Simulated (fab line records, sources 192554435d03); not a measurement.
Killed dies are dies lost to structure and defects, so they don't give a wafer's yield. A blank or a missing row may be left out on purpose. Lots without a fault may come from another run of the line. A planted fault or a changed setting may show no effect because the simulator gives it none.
Which tool did it? | flow n5_finfet | 9 lots, 27 wafers sampled, at 1 step of a route of 1938

WHAT THE GAUGES READ, wafer by wafer
N5_BEOL_M4_RC_MEAS_101.
lot  | measured     | on        | DIBL_N (mV/V)
L075 | day 8 07:45  | prober-02 | 37.1 35.7 38.0
L077 | day 8 12:30  | prober-01 | 34.9 34.7 34.9
L080 | day 9 13:12  | prober-01 | 32.6 35.4 35.2
L085 | day 10 04:07 | prober-01 | 38.3 35.6 37.6
L089 | day 11 09:41 | prober-02 | 34.4 34.4 33.5
L088 | day 12 01:55 | prober-02 | 35.7 35.9 31.8
L090 | day 12 21:29 | prober-01 | 38.7 36.1 37.1
L094 | day 14 04:23 | prober-02 | 36.8 36.5 36.3
L097 | day 14 21:55 | prober-02 | 36.6 34.5 33.8

WHICH TOOL RAN EACH LOT (tool, then ch and the chambers of the sampled wafers, then the start)
The record holds no process step before these readings.

THE ANSWER, worked out from the rows above alone
Rule: what is usual is taken from the lots themselves. Put in order of their means at a reading, lots are off if they are a third of the lots or fewer, leave a main group of 4 or more, and stand apart from it by a gap of 3 or more times the standard deviation of the main group's means; of several such gaps the widest counts. A main group whose means are all the same, to the digits that the tables above print for the reading, isn't used. A lot without any number at a reading at which 4 lots or more have one is off too. The other lots that the step has rows for count as sound.
No lot is off at any reading shown: from this, nothing can be told.

WHAT THE SIMULATOR HAD PUT IN
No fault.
